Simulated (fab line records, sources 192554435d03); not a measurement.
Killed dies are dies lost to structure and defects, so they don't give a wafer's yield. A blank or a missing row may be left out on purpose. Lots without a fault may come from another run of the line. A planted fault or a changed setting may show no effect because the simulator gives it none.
A struck lot beside a sound one | flow n5_finfet | 36 steps out of a route of 1938
Sound: wafers L257.2, L257.3, L257.5. Struck: wafers L247.1, L247.5, L247.6. The cause comes at the end.
At each step with rows: each side's tool, then ch and its chambers, then its first start. Under that, the readings that differ: sound wafers | struck wafers | difference of the means | sigmas: that difference in standard deviations of wafers without a fault.
alike: readings whose means differ by less than 2 such deviations, and words and numbers that are the same on both sides. not compared: withheld readings, readings that some wafer has no value for, bounds like >300 that may hide the same value, and numbers for which the record gives no deviation and whose values overlap.
The two part at a step that has a row with sigmas, a row that says differs or no value, or rows on one side only. Numbers that don't overlap but have no deviation are shown without sigmas and don't part them. A reading that every wafer of one side lacks parts them only if that side has two wafers or more.

first, 7 steps without rows for these wafers: N5_BEOL_M4_CMP_52 (polishes, stops on SiOC, t overpolish 6.8 s, target thk 40 nm); N5_BEOL_M4_PRE_CLEAN_60 (time 15 s); N5_BEOL_M4_CO_CAP_55 (material Co, precursor CCTBA/H2, target thk 2 nm, time 102.1 s); N5_BEOL_M4_PRE_CLEAN_56 (time 15 s); N5_BEOL_M4_DEP_57 (deposits SiCN from 3MS/NH3, target thk 8 nm, time 14 s); N5_BEOL_M5_ILD_DEP_00 (deposits SiCOH lowk from DEMS/porogen, target thk 140.64 nm, time 25.9 s); N5_BEOL_M5_CURE_79 (cures SiCOH lowk, time 240 s).
N5_BEOL_M5_PECVD_70: deposits SiO2 from TEOS/O2, target thk 16 nm, time 18 s.
  sound on pecvd-04 ch 0,1,2, day 13 14:19; struck on pecvd-02 ch 1,2, day 11 07:52
  alike: heater_power_w, showerhead_plenum_p_Torr, throttle_valve_pct
  not compared: since_wet_clean_h
then, 25 steps without rows for these wafers: N5_BEOL_M5_HM_DEP_02 (deposits TiN, target thk 20 nm); N5_BEOL_M5_COAT_59 (time 60 s, resist thk 60 nm); N5_BEOL_M5_COAT_60 (time 60 s, resist thk 12 nm); N5_BEOL_M5_COAT_71 (time 60 s, resist thk 5 nm); N5_BEOL_M5_COAT_05 (resist thk 30 nm); N5_BEOL_M5_EBR_07; N5_BEOL_M5_SOFTBAKE_06 (time 60 s); N5_BEOL_M5_EXPOSE_08 (exposes mask M5, target cd 28 nm); N5_BEOL_M5_PEB_09 (peb time 60 s); N5_BEOL_M5_DEVELOP_10 (develop time 30 s); N5_BEOL_M5_DESCUM_16 (chemistry O2, time 7 s); N5_BEOL_M5_ETCH_72 (etches underlayer in N2/H2, target depth 6.5 nm, time 5.2 s); N5_BEOL_M5_ETCH_61 (etches SiARC in CF4, target depth 15.6 nm, time 26 s); N5_BEOL_M5_ETCH_62 (etches SOC in N2/H2, target depth 75 nm, overetch 15 nm, time 112.5 s); N5_BEOL_M5_STRIP_63 (strips in N2/H2); N5_BEOL_M5_STRIP_73 (strips in N2/H2); N5_BEOL_M5_STRIP_64 (strips in CF4); N5_BEOL_M5_HM_OPEN_17 (chemistry Cl2/BCl3, target TiN, target depth 20 nm, overetch 6 nm); N5_BEOL_M5_STRIP_19 (strips in O2); N5_BEOL_M5_COAT_65 (time 60 s, resist thk 60 nm); N5_BEOL_M5_COAT_66 (time 60 s, resist thk 12 nm); N5_BEOL_M5_COAT_74 (time 60 s, resist thk 5 nm); N5_BEOL_M5_COAT_22 (resist thk 30 nm); N5_BEOL_M5_EBR_24; N5_BEOL_M5_SOFTBAKE_23 (time 60 s).
N5_BEOL_M5_HM_STRIP_39: strips TiN in peroxide tin strip, target depth 25 nm, time 158 s.
  sound on wet_bench-04 ch 1,2,4, day 13 20:16; struck on wet_bench-02 ch 0,4,7, day 11 13:42
  reading                                    | sound        | struck     | difference | sigmas
  model.SiO2_of_BEOL_M5_PECVD_70.thk_nm (nm) | 15.6 15.8 16 | 31 31.6 32 | +16        |
N5_BEOL_M5_CMP_52: polishes, stops on SiCOH lowk, t overpolish 6.9 s, target thk 62 nm.
  sound on cmp-03 ch 0,1, day 14 02:57; struck on cmp-04 ch 0,1,2, day 11 20:02
  reading                      | sound             | struck            | difference | sigmas
  barrier_field_endpoint_s (s) | 24.9 25.1 24.9    | 41.5 41.5 41.5    | +16.5      | +25
  overpolish_run_s (s)         | 6.904 6.912 6.891 | 0.050 0.043 0.043 | -6.857     | -99 or more
  alike: motor_current_A, retaining_ring_pressure_frac, slurry_flow_ml_min, time_to_endpoint_s
N5_PASSIVATION_PROBE_49:
  the record has rows for the sound wafers here (prober-02, day 17 17:38) and none for the struck ones

WHERE THEY PART
First at N5_BEOL_M5_CMP_52; last, within this record, at N5_PASSIVATION_PROBE_49.

WHY: what the simulator had put in
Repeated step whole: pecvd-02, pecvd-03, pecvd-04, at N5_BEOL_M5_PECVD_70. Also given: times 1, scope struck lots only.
